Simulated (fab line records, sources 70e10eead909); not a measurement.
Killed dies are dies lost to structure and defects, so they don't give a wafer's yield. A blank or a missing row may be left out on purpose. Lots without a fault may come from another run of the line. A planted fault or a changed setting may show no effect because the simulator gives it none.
One fault seen from 2 desks | flow nand_harc | each desk has only its own numbers; what lay behind them comes last

THE TOOL OWNER'S DESK: ecd_cu-02
The tool's own readings at NHARC_A_BONDPAD_ECD_18 (material Cu, target thk 400 nm): means of the sampled wafers that have a number, for each lot that ran on this tool. A lot is out of limits, marked OUT, if its mean lies more than 4 standard deviations from the usual mean; the brackets give that distance.
Columns: A = bath_heat_duty_pct at NHARC_A_BONDPAD_ECD_18, usual 5.8 %; B = bath_temp_c at NHARC_A_BONDPAD_ECD_18, usual 25.00 C
lot  | first seen here | A   | B
L843 | day 18 14:05    | 6.1 | 24.95
L846 | day 20 00:44    | 6.3 | 24.98
L857 | day 22 11:49    | 5.3 | 24.91
L860 | day 24 00:48    | 5.7 | 25.05
This desk's finding: nothing out of limits on any of the 4 lots.

THE METROLOGY DESK
What the gauges read, lot by lot, whatever tool the lot ran on: means of the sampled wafers that have a number. A lot is out of limits, marked OUT, if its mean lies more than 4 standard deviations from the usual mean; the brackets give that distance.
Columns: A = thk_nm at NHARC_A_BONDPAD_THK_MEAS_30, usual 200.2 nm; B = thk_nm at NHARC_A_BONDPAD_THK_MEAS_20, usual 170.2 nm; C = overlay_x_nm at NHARC_HYBRID_BOND_OVL_MEAS_05, usual -1 nm; D = overlay_y_nm at NHARC_HYBRID_BOND_OVL_MEAS_05, usual 2 nm
lot  | first seen here | A     | B              | C   | D
L838 | day 18 00:56    | 200.8 | 169.4          | -34 | 2
L843 | day 18 11:59    | 200.7 | 169.1          | -52 | 56
L846 | day 19 22:32    | 199.1 | 169.0          | -15 | 13
L849 | day 20 20:10    | 199.3 | 29.3 (-94) OUT | -   | -
L852 | day 20 23:08    | 202.1 | 30.8 (-93) OUT | -   | -
L851 | day 20 23:28    | 201.7 | 167.8          | 17  | 23
L854 | day 22 08:53    | 200.2 | 171.3          | -22 | 3
L857 | day 22 09:38    | 201.0 | 171.1          | -7  | -24
L856 | day 22 10:01    | 200.3 | 169.2          | -50 | 30
L858 | day 23 12:00    | 200.0 | 169.9          | -10 | 2
L860 | day 23 22:33    | 197.9 | 168.4          | -5  | 28
L859 | day 23 23:10    | 202.1 | 170.3          | -10 | -0
This desk's finding: out of limits on L849, L852; first on L849, day 20 23:17 (thk_nm at NHARC_A_BONDPAD_THK_MEAS_20). In limits: L838, L843, L846, L851, L854, L857, L856, L858, L860, L859.

PUT TOGETHER
The metrology desk could have raised an alarm at day 20 23:17, on L849, L852.
The tool owner's desk saw nothing out of limits.
The tool owner's desk has no number on record for L849, L852.
Of the lots named, all ran NHARC_A_BONDPAD_ECD_18 on ecd_cu-02.

WHAT THE SIMULATOR HAD PUT IN
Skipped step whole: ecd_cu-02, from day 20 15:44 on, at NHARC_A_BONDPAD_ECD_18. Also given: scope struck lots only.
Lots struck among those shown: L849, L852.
Hours from the fault's start to each desk's first reading out of limits: the metrology desk, 8.
